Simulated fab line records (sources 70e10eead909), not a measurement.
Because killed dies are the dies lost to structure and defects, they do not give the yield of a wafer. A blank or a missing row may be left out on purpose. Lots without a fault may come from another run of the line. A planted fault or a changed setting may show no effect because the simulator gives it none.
The tool behind it: which one? + flow nand_harc + 12 lots with 36 wafers sampled at 5 steps, on a route of 1302 steps

== WHAT THE GAUGES READ, wafer by wafer ==
NHARC_A_CHANNEL_HOLE_D2_INSPECT_40. Usual: raw_defect_count 275, standard deviation 84.
| lot  | measured     | on                | raw_defect_count | flag |
|------|--------------|-------------------|------------------|------|
| L673 | day 13 13:32 | defect_inspect-02 | 286 282 280      |      |
| L674 | day 14 04:08 | defect_inspect-01 | 161 267 324      |      |
| L675 | day 14 16:16 | defect_inspect-01 | 218 270 292      |      |
| L678 | day 16 04:55 | defect_inspect-01 | 195 431 230      |      |
| L679 | day 17 09:00 | defect_inspect-02 | 161 152 144      |      |
| L680 | day 17 17:20 | defect_inspect-01 | 289 236 295      |      |
| L681 | day 17 21:22 | defect_inspect-02 | 237 251 189      |      |
| L682 | day 17 21:52 | defect_inspect-01 | 289 208 225      |      |
| L683 | day 18 17:35 | defect_inspect-02 | 235 228 199      |      |
| L685 | day 19 06:10 | defect_inspect-01 | 309 323 369      |      |
| L687 | day 19 16:14 | defect_inspect-01 | 356 379 250      |      |
| L695 | day 23 07:38 | defect_inspect-01 | 287 242 317      |      |

NHARC_END_SORT_01. Usual: killed_at_array 53, standard deviation 21; killed_at_other 1.0, standard deviation 1.3; killed_at_periphery 3.8, standard deviation 2.4; killed_dies 58, standard deviation 21; killed_open 3.4, standard deviation 1.9; killed_short 2.4, standard deviation 1.5.
| lot  | measured     | on        | killed_at_array | killed_at_other | killed_at_periphery | killed_dies | killed_open | killed_short | flag |
|------|--------------|-----------|-----------------|-----------------|---------------------|-------------|-------------|--------------|------|
| L680 | day 28 15:38 | prober-01 | 74 86 61        | 1 0 2           | 3 2 6               | 78 88 69    | 5 4 5       | 1 1 2        |      |
| L683 | day 29 19:32 | prober-01 | 24 24 21        | 1 0 0           | 4 4 5               | 29 28 26    | 8 7 5       | 3 3 1        |      |
| L687 | day 31 00:04 | prober-01 | 25 24 25        | 0 0 1           | 3 4 3               | 28 28 29    | 1 3 4       | 2 3 3        |      |

== WHAT TOOL EACH LOT RAN ON (gives the tool, then ch and the chambers of the sampled wafers, and finally the start) ==
| lot  | NHARC_A_CHANNEL_HOLE_D2_ETCH_22  | NHARC_A_CHANNEL_HOLE_D2_ETCH_23  | NHARC_A_CHANNEL_FILL_D2_ALD_14   |
|------|----------------------------------|----------------------------------|----------------------------------|
| L673 | har_etch-01 ch 0,1, day 13 08:40 | har_etch-01 ch 0,1, day 13 09:14 | ald_hk-04 ch 1,2,3, day 13 23:50 |
| L674 | har_etch-02 ch 0, day 13 19:59   | har_etch-02 ch 0, day 13 21:08   | ald_hk-03 ch 0,1,2, day 14 11:49 |
| L675 | har_etch-02 ch 0,1, day 14 11:22 | har_etch-02 ch 0,1, day 14 11:57 | ald_hk-01 ch 0,1,2, day 14 23:59 |
| L678 | har_etch-01 ch 0,1, day 16 00:16 | har_etch-01 ch 0,1, day 16 00:52 | ald_hk-03 ch 0,1,2, day 16 12:07 |
| L679 | har_etch-01 ch 0,1, day 17 04:09 | har_etch-01 ch 0,1, day 17 04:44 | ald_hk-03 ch 0,3, day 17 16:53   |
| L680 | har_etch-01 ch 0,1, day 17 12:22 | har_etch-01 ch 0,1, day 17 12:56 | ald_hk-04 ch 0,2,3, day 18 00:37 |
| L681 | har_etch-01 ch 0,1, day 17 16:31 | har_etch-01 ch 0,1, day 17 17:05 | ald_hk-01 ch 0,1,3, day 18 05:31 |
| L682 | har_etch-02 ch 1, day 17 16:57   | har_etch-02 ch 1, day 17 17:32   | ald_hk-04 ch 0,2,3, day 18 05:26 |
| L683 | har_etch-02 ch 0,1, day 18 12:44 | har_etch-02 ch 0,1, day 18 13:18 | ald_hk-03 ch 2,3, day 19 03:19   |
| L685 | har_etch-01 ch 0,1, day 19 01:20 | har_etch-01 ch 0,1, day 19 01:55 | ald_hk-03 ch 0,2,3, day 19 16:24 |
| L687 | har_etch-02 ch 0,1, day 19 11:14 | har_etch-02 ch 0,1, day 19 11:48 | ald_hk-03 ch 0,2,3, day 19 23:01 |
| L695 | har_etch-01 ch 0, day 23 02:48   | har_etch-01 ch 0, day 23 03:23   | ald_hk-04 ch 2,3, day 23 14:49   |
- NHARC_A_CHANNEL_HOLE_D2_ETCH_22: etches the open film in C4F8/O2/Ar, time 666.7 s, target depth 1600 nm.
- NHARC_A_CHANNEL_HOLE_D2_ETCH_23: etches the open film in C4F8/O2/Ar, time 819 s, target depth 1600 nm.
- NHARC_A_CHANNEL_FILL_D2_ALD_14: deposits SiO2, target thk 2.5 nm, pulse time 10 s, ald cycles 25.

== WHAT THE TOOLS THEMSELVES READ (means of the sampled wafers that have a number; where no wafer has one, the mark that the record gives instead) ==
NHARC_A_CHANNEL_HOLE_D2_ETCH_22. Usual: c4f8_flow_sccm 89.27 sccm, standard deviation 0.25; drypump_motor_current_A 6.2 A, standard deviation 0.44; he_backside_leak_sccm 6.2 sccm, standard deviation 1.2; showerhead_plenum_p_Torr 3.62 Torr, standard deviation 0.15; throttle_valve_pct 32.156 %, standard deviation 0.0078.
| lot  | tool        | c4f8_flow_sccm (sccm) | drypump_motor_current_A (A) | he_backside_leak_sccm (sccm) | showerhead_plenum_p_Torr (Torr) | throttle_valve_pct (%) | flag |
|------|-------------|-----------------------|-----------------------------|------------------------------|---------------------------------|------------------------|------|
| L673 | har_etch-01 | 89.02                 | 6.0                         | 6.5                          | 3.58                            | 32.157                 |      |
| L674 | har_etch-02 | 89.22                 | 6.8                         | 7.8                          | 3.47                            | 32.158                 |      |
| L675 | har_etch-02 | 89.50                 | 6.3                         | 7.7                          | 3.59                            | 32.159                 |      |
| L678 | har_etch-01 | 89.01                 | 5.8                         | 7.2                          | 3.62                            | 32.154                 |      |
| L679 | har_etch-01 | 89.39                 | 5.8                         | 6.0                          | 3.61                            | 32.159                 |      |
| L680 | har_etch-01 | 89.27                 | 5.8                         | 6.3                          | 3.61                            | 32.148                 |      |
| L681 | har_etch-01 | 89.43                 | 5.8                         | 6.5                          | 3.61                            | 32.151                 |      |
| L682 | har_etch-02 | 88.93                 | 5.9                         | 4.6                          | 3.65                            | 32.154                 |      |
| L683 | har_etch-02 | 89.03                 | 6.2                         | 4.5                          | 3.73                            | 32.157                 |      |
| L685 | har_etch-01 | 89.34                 | 6.0                         | 6.3                          | 3.54                            | 32.162                 |      |
| L687 | har_etch-02 | 89.26                 | 6.5                         | 4.8                          | 3.82                            | 32.161                 |      |
| L695 | har_etch-01 | 89.51                 | 6.1                         | 7.2                          | 3.46                            | 32.156                 |      |

NHARC_A_CHANNEL_HOLE_D2_ETCH_23. Usual: c4f8_flow_sccm 89.36 sccm, standard deviation 0.24; drypump_motor_current_A 6.2 A, standard deviation 0.43; he_backside_leak_sccm 6.2 sccm, standard deviation 1.1; showerhead_plenum_p_Torr 3.62 Torr, standard deviation 0.15; throttle_valve_pct 32.156 %, standard deviation 0.0098.
| lot  | tool        | c4f8_flow_sccm (sccm) | drypump_motor_current_A (A) | he_backside_leak_sccm (sccm) | showerhead_plenum_p_Torr (Torr) | throttle_valve_pct (%) | flag |
|------|-------------|-----------------------|-----------------------------|------------------------------|---------------------------------|------------------------|------|
| L673 | har_etch-01 | 89.28                 | 6.0                         | 6.1                          | 3.58                            | 32.154                 |      |
| L674 | har_etch-02 | 89.36                 | 6.8                         | 7.8                          | 3.47                            | 32.159                 |      |
| L675 | har_etch-02 | 89.13                 | 6.3                         | 7.9                          | 3.59                            | 32.159                 |      |
| L678 | har_etch-01 | 89.25                 | 5.8                         | 6.6                          | 3.62                            | 32.161                 |      |
| L679 | har_etch-01 | 89.38                 | 5.8                         | 6.4                          | 3.61                            | 32.154                 |      |
| L680 | har_etch-01 | 89.24                 | 5.8                         | 6.7                          | 3.61                            | 32.154                 |      |
| L681 | har_etch-01 | 89.22                 | 5.8                         | 6.6                          | 3.61                            | 32.149                 |      |
| L682 | har_etch-02 | 89.41                 | 5.9                         | 4.9                          | 3.65                            | 32.157                 |      |
| L683 | har_etch-02 | 89.38                 | 6.3                         | 4.8                          | 3.73                            | 32.163                 |      |
| L685 | har_etch-01 | 89.48                 | 6.0                         | 6.6                          | 3.54                            | 32.165                 |      |
| L687 | har_etch-02 | 89.60                 | 6.5                         | 4.8                          | 3.82                            | 32.162                 |      |
| L695 | har_etch-01 | 89.47                 | 6.1                         | 7.0                          | 3.46                            | 32.160                 |      |

NHARC_A_CHANNEL_FILL_D2_ALD_14. Usual: heater_power_w 487 W, standard deviation 33; precursor_pulse_height_rel 1.002, standard deviation 0.02.
| lot  | tool      | heater_power_w (W) | precursor_pulse_height_rel | flag |
|------|-----------|--------------------|----------------------------|------|
| L673 | ald_hk-04 | 512                | 0.988                      |      |
| L674 | ald_hk-03 | 448                | 1.000                      |      |
| L675 | ald_hk-01 | 462                | 1.010                      |      |
| L678 | ald_hk-03 | 451                | 0.994                      |      |
| L679 | ald_hk-03 | 480                | 1.015                      |      |
| L680 | ald_hk-04 | 496                | 1.003                      |      |
| L681 | ald_hk-01 | 493                | 1.007                      |      |
| L682 | ald_hk-04 | 488                | 1.007                      |      |
| L683 | ald_hk-03 | 481                | 1.008                      |      |
| L685 | ald_hk-03 | 468                | 1.012                      |      |
| L687 | ald_hk-03 | 476                | 0.979                      |      |
| L695 | ald_hk-04 | 495                | 0.999                      |      |

== THE ANSWER, worked out from the rows above alone ==
Rule: a lot is off if the mean of its wafers that have a number lies more than 3 standard deviations from the usual mean. Also off: a lot with no number at a reading for which 4 or more lots have one. Any other lot the step has rows for is counted as sound. The gauges are gone through in route order, then the tools' own readings, and for those a lot's mean is taken as printed above. The first step at which some lot is off is used, and at that step the reading that is off furthest; a lot without a number counts as furthest.
No lot is off on any of the readings shown, so nothing can be concluded from this.

== WHAT THE SIMULATOR HAD PUT IN ==
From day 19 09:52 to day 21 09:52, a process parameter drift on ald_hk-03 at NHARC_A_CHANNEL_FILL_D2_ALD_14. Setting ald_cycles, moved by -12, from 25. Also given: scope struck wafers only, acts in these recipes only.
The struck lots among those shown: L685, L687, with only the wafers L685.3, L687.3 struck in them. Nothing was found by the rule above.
